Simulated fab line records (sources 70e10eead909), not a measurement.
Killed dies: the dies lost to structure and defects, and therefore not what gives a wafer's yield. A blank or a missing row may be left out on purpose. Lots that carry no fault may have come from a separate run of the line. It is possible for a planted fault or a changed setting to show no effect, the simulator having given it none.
Chamber matching :: flow nand_harc :: NHARC_A_CHANNEL_FILL_D1_ETCHBACK_20 on rie_diel-05: 4 sister chambers
The step etches the open film in C4F8/O2/Ar, target depth 27 nm, time 13.5 s. 18 wafers are shown with their chamber, then 9 later ones without.

EACH WAFER AND ITS CHAMBER
wafer: L074.2
chamber: 0
rf_vpp_V (V): 984
oes_product_au (a.u.): 0.93

wafer: L074.3
chamber: 2
rf_vpp_V (V): 984
oes_product_au (a.u.): 0.92

wafer: L074.6
chamber: 2
rf_vpp_V (V): 985
oes_product_au (a.u.): 0.92

wafer: L075.2
chamber: 2
rf_vpp_V (V): 986
oes_product_au (a.u.): 0.93

wafer: L075.4
chamber: 0
rf_vpp_V (V): 984
oes_product_au (a.u.): 0.93

wafer: L075.5
chamber: 2
rf_vpp_V (V): 985
oes_product_au (a.u.): 0.93

wafer: L077.3
chamber: 0
rf_vpp_V (V): 984
oes_product_au (a.u.): 1.00

wafer: L077.4
chamber: 1
rf_vpp_V (V): 980
oes_product_au (a.u.): 1.00

wafer: L077.5
chamber: 0
rf_vpp_V (V): 985
oes_product_au (a.u.): 1.01

wafer: L085.3
chamber: 2
rf_vpp_V (V): 984
oes_product_au (a.u.): 0.99

wafer: L085.4
chamber: 1
rf_vpp_V (V): 979
oes_product_au (a.u.): 0.99

wafer: L085.5
chamber: 2
rf_vpp_V (V): 984
oes_product_au (a.u.): 1.01

wafer: L086.2
chamber: 3
rf_vpp_V (V): 980
oes_product_au (a.u.): 1.00

wafer: L086.5
chamber: 0
rf_vpp_V (V): 985
oes_product_au (a.u.): 0.93

wafer: L086.6
chamber: 1
rf_vpp_V (V): 980
oes_product_au (a.u.): 0.92

wafer: L087.2
chamber: 3
rf_vpp_V (V): 981
oes_product_au (a.u.): 0.93

wafer: L087.3
chamber: 1
rf_vpp_V (V): 979
oes_product_au (a.u.): 0.92

wafer: L087.4
chamber: 2
rf_vpp_V (V): 984
oes_product_au (a.u.): 0.92

SIGNATURES (means of the wafers above)
reading: rf_vpp_V
chamber 0: 984.40
chamber 1: 979.50
chamber 2: 984.57
chamber 3: 980.50
scatter within a chamber: 0.677

reading: oes_product_au
chamber 0: 0.9600
chamber 1: 0.9575
chamber 2: 0.9457
chamber 3: 0.9650
scatter within a chamber: 0.041
Rule: a wafer's distance from a chamber is the root of the sum, over the readings, of the square of ((its reading less the chamber's mean) divided by the reading's scatter). The wafer belongs to the nearest chamber; if the next one is less than 2 further off, it can't be placed. The scatter: take each reading less its chamber's mean, square it, sum over the shown wafers, divide by the number of wafers less the number of chambers, and take the root.

WAFERS WITH NO CHAMBER GIVEN
wafer: L089.3
rf_vpp_V (V): 982
oes_product_au (a.u.): 0.93

wafer: L089.5
rf_vpp_V (V): 983
oes_product_au (a.u.): 0.93

wafer: L089.6
rf_vpp_V (V): 979
oes_product_au (a.u.): 0.94

wafer: L094.2
rf_vpp_V (V): 980
oes_product_au (a.u.): 1.00

wafer: L094.4
rf_vpp_V (V): 977
oes_product_au (a.u.): 1.00

wafer: L094.5
rf_vpp_V (V): 984
oes_product_au (a.u.): 1.01

wafer: L097.1
rf_vpp_V (V): 984
oes_product_au (a.u.): 1.01

wafer: L097.2
rf_vpp_V (V): 984
oes_product_au (a.u.): 1.00

wafer: L097.5
rf_vpp_V (V): 980
oes_product_au (a.u.): 0.99

THE CHAMBER EACH PASSED THROUGH
wafer: L089.3
from the rows above: can't be placed: 3 or 0 or 1 or 2
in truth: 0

wafer: L089.5
from the rows above: can't be placed: 0 or 2 or 3
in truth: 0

wafer: L089.6
from the rows above: can't be placed: 1 or 3
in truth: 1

wafer: L094.2
from the rows above: can't be placed: 3 or 1
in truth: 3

wafer: L094.4
from the rows above: can't be placed: 1 or 3
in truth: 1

wafer: L094.5
from the rows above: can't be placed: 0 or 2
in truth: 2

wafer: L097.1
from the rows above: can't be placed: 0 or 2
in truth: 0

wafer: L097.2
from the rows above: can't be placed: 0 or 2
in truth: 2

wafer: L097.5
from the rows above: can't be placed: 3 or 1
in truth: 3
Correct placement for 0 of the 9. Unplaceable from these rows: 9, with the true chamber sitting among the candidates in 9. Number placed wrongly: 0.
